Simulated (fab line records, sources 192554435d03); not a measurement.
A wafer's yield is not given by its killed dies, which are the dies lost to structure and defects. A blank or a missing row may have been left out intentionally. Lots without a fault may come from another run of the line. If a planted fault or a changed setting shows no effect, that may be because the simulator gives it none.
A lot that was struck, set against a sound lot -- flow n5_finfet -- 34 out of 1938 route steps
Sound: the wafers L216.1, L216.3, L216.5. Struck: wafer L235.2 (left out: L235.1, L235.5 of the same lot, which were not struck); the cause appears at the end.
At each step with rows: each side's tool, then ch and its chambers, then its first start. Under that, the readings that differ: sound wafers -- struck wafers -- difference of the means -- sigmas: that difference in standard deviations of wafers without a fault.
alike: readings whose means differ by less than 2 such deviations, and words and numbers that are the same on both sides. not compared: withheld readings, readings that some wafer has no value for, bounds like >300 that may hide the same value, and numbers for which the record gives no deviation and whose values overlap.
A row with sigmas, a row that says differs or no value, or rows on one side alone: a step with any of these is where the two part. When numbers do not overlap yet have no deviation, they are printed without sigmas and do not part them. A reading that every wafer of one side lacks parts them only if that side has two wafers or more.

first, 9 steps without rows for these wafers: N5_BEOL_M1_ILD_DEP_00 (deposits SiOC from DEMS/O2, target thk 79 nm, time 15.3 s); N5_BEOL_M1_PECVD_72 (deposits SiO2 from TEOS/O2, target thk 16 nm, time 18 s); N5_BEOL_M1_HM_DEP_02 (deposits TiN, target thk 20 nm); N5_BEOL_M1_COAT_61 (time 60 s, resist thk 60 nm); N5_BEOL_M1_COAT_62 (time 60 s, resist thk 12 nm); N5_BEOL_M1_COAT_73 (time 60 s, resist thk 5 nm); N5_BEOL_M1_COAT_05 (resist thk 30 nm); N5_BEOL_M1_EBR_07; N5_BEOL_M1_SOFTBAKE_06 (time 60 s).
N5_BEOL_M1_EXPOSE_08: exposes mask M1.
  sound on euv_scanner-02 ch 0, day 6 06:38; struck on euv_scanner-01 ch 0, day 11 17:10
  alike: mask, exposure_dose_mJ_cm2
then, 3 steps without rows for these wafers: N5_BEOL_M1_PEB_09 (peb time 60 s); N5_BEOL_M1_DEVELOP_10 (develop time 30 s); N5_BEOL_M1_DESCUM_16 (chemistry O2, time 7 s).
N5_BEOL_M1_ETCH_74: etches underlayer in N2/H2, target depth 6.5 nm, time 5.2 s.
  sound on rie_diel-04 ch 0,2, day 6 06:55; struck on rie_diel-02 ch 2, day 11 17:29
reading,sound,struck,difference,sigmas
model.BEOL_M1.cd_offset_nm (nm),0.2 0.4 0.2,-0.6,-0.9,
  alike: drypump_motor_current_A, etch_rf_on_time_s, oes_product_au, rf_vpp_V, showerhead_plenum_p_Torr, throttle_valve_pct
  not compared: rf_hours_counter_h
then, 5 steps without rows for these wafers: N5_BEOL_M1_ETCH_63 (etches SiARC in CF4, target depth 15.6 nm, time 26 s); N5_BEOL_M1_ETCH_64 (etches SOC in N2/H2, target depth 75 nm, overetch 15 nm, time 112.5 s); N5_BEOL_M1_STRIP_65 (strips in N2/H2); N5_BEOL_M1_STRIP_75 (strips in N2/H2); N5_BEOL_M1_STRIP_66 (strips in CF4).
N5_BEOL_M1_HM_OPEN_17: chemistry Cl2/BCl3, target TiN, target depth 20 nm, overetch 6 nm.
  sound on rie_metal-03 ch 0,1, day 6 07:08; struck on rie_metal-02 ch 0, day 11 17:41
reading,sound,struck,difference,sigmas
bcl3_flow_sccm (sccm),21.83 21.61 21.72,21.87,+0.15,+2
model.BEOL_M1.cd_offset_nm (nm),0 0.4 0,-0.6,-0.7,
  alike: drypump_motor_current_A, oes_product_au, throttle_valve_pct
  not compared: rf_hours_counter_h
then, 12 steps without rows for these wafers: N5_BEOL_M1_STRIP_19 (strips in O2); N5_BEOL_M1_COAT_67 (time 60 s, resist thk 60 nm); N5_BEOL_M1_COAT_68 (time 60 s, resist thk 12 nm); N5_BEOL_M1_COAT_76 (time 60 s, resist thk 5 nm); N5_BEOL_M1_COAT_22 (resist thk 30 nm); N5_BEOL_M1_EBR_24; N5_BEOL_M1_SOFTBAKE_23 (time 60 s); N5_BEOL_M1_EXPOSE_25 (exposes mask V0, defocus 5 nm, target cd 24 nm); N5_BEOL_M1_PEB_26 (peb time 60 s); N5_BEOL_M1_DEVELOP_27 (develop time 30 s); N5_BEOL_M1_DESCUM_33 (chemistry O2, time 7 s); N5_BEOL_M1_ETCH_77 (etches underlayer in N2/H2, target depth 6.5 nm, time 5.2 s).
N5_BEOL_M4_RC_MEAS_101:
  the record has rows for the sound wafers here (prober-01 ch 0, day 8 02:25) and none for the struck ones
-- the record jumps here: 7 days lie between the struck wafers' starts before and after (it left off in module BEOL_M4 and takes up again in module PASSIVATION, whose first step shown is number 1936 of the route) --
N5_PASSIVATION_PROBE_49:
  the record has rows for the struck wafers here (prober-01, day 19 03:05) and none for the sound ones

WHERE THEY PART
First at N5_BEOL_M1_HM_OPEN_17; last, within this record, at N5_PASSIVATION_PROBE_49.

WHY: what had been put in by the simulator
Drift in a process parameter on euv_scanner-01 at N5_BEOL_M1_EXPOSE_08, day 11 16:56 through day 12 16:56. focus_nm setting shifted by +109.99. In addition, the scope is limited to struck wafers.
